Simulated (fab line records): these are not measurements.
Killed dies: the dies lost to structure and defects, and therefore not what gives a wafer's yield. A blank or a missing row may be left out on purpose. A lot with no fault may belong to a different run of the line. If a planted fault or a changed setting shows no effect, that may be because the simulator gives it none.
Split-lot experiment | flow n5 finfet | route with 1938 steps; 7 lots, 21 wafers read

ABOUT THE SPLIT
At N5_BEOL_M4_PECVD_72 (deposits SiO2 from TEOS/O2, target thk 16 nm, time 18 s), the setting time s was moved away from the recipe's 18 s on 7 of the 21 wafers read, by -6.3% to +12.7%. This setting was run at the recipe's value on the other wafers.

The reading is taken at the split's own step.

THE READING
SiO2_of_BEOL_M4_PECVD_72.thk nm (the simulator's own value, which no gauge read), in nm, at N5_BEOL_M4_PECVD_72 (deposits SiO2 from TEOS/O2, target thk 16 nm, time 18 s). The file gives no usual value for it. Across the 14 wafers here that went through the recipe, the average is 15.8 nm and the standard deviation 0.26 nm.

wafer  | tool, chamber at the split | time s as run, s | against the recipe | SiO2_of_BEOL_M4_PECVD_72.thk nm, nm | against lot-mates on the recipe
L075.1 | pecvd-02, 1                | 16.86            | -6.3%              | 14.8                                | -0.8
L075.3 | pecvd-02, 2                | 18               | recipe             | 15.6                                | -
L075.6 | pecvd-02, 2                | 16.86            | -6.3%              | 14.6                                | -1.0
L080.2 | pecvd-01, 2                | 18               | recipe             | 15.6                                | -
L080.4 | pecvd-01, 2,1              | 18               | recipe             | 16                                  | -
L080.6 | pecvd-01, 2,1              | 18               | recipe             | 16                                  | -
L082.2 | pecvd-04, 1                | 18               | recipe             | 15.4                                | -
L082.4 | pecvd-04, 1                | 18.84            | +4.7%              | 16.8                                | +1.2
L082.6 | pecvd-04, 1                | 18               | recipe             | 15.8                                | -
L091.3 | pecvd-02, 1                | 18.68            | +3.8%              | 16.4                                | +0.4
L091.4 | pecvd-02, 0                | 18               | recipe             | 16                                  | -
L091.5 | pecvd-02, 1                | 18.68            | +3.8%              | 16.6                                | +0.6
L094.2 | pecvd-01, 1                | 18               | recipe             | 15.4                                | -
L094.3 | pecvd-01, 0                | 18               | recipe             | 16.2                                | -
L094.4 | pecvd-01, 0                | 17.22            | -4.3%              | 15.6                                | -0.2
L097.1 | pecvd-02, 0                | 20.29            | +12.7%             | 17.8                                | +1.8
L097.3 | pecvd-02, 2                | 18               | recipe             | 15.8                                | -
L097.6 | pecvd-02, 2                | 18               | recipe             | 16.2                                | -
L096.1 | pecvd-04, 1                | 18               | recipe             | 15.8                                | -
L096.2 | pecvd-04, 0                | 18               | recipe             | 16                                  | -
L096.3 | pecvd-04, 2                | 18               | recipe             | 15.6                                | -
If several chambers appear in one row, that row covers several wafers at once and the file leaves open which wafer was in which chamber.

FIT RESULTS
A straight line over all 21 wafers: SiO2_of_BEOL_M4_PECVD_72.thk nm changes by +0.16 nm for each +1% of time s; r = +0.93; the points scatter about the line by 0.26 nm.
The same after taking each lot's own level away (the mean of its wafers on the recipe; 21 wafers): +0.142 nm for each +1%; r = +0.92; scatter 0.24 nm.
The reading moves by 1.8 nm for the largest change in time s, on that fit.
From 15.60 to 16.00 nm: that is the span of the lots' own levels, equal to 1.6 times the standard deviation above.
So the lot-to-lot level changes the slope: the two fits differ.
Check: with one of the wafers moved furthest among these (+12.7%) left out of the fit, the line predicts +1.91 nm for it against its lot-mates. It came out at +1.8 nm against them.

OTHER SPLITS APPLIED TO THESE WAFERS
Other splits were also applied to these wafers ahead of the reading. Each is held against what the fit with the lots' levels taken away leaves over:
other split on the same wafers | wafers away from the commonest value | r with SiO2_of_BEOL_M4_PECVD_72.thk nm (lot level and that fit taken away)
N5_BEOL_M2_EXPOSE_08 dose mj   | 9                                    | +0.08
N5_BEOL_M4_ILD_DEP_00 time s   | 8                                    | -0.11

THE FILE'S OWN FIT
SiO2_of_BEOL_M4_PECVD_72.thk nm changes by +0.144 nm for each +1% of time s, r = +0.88.
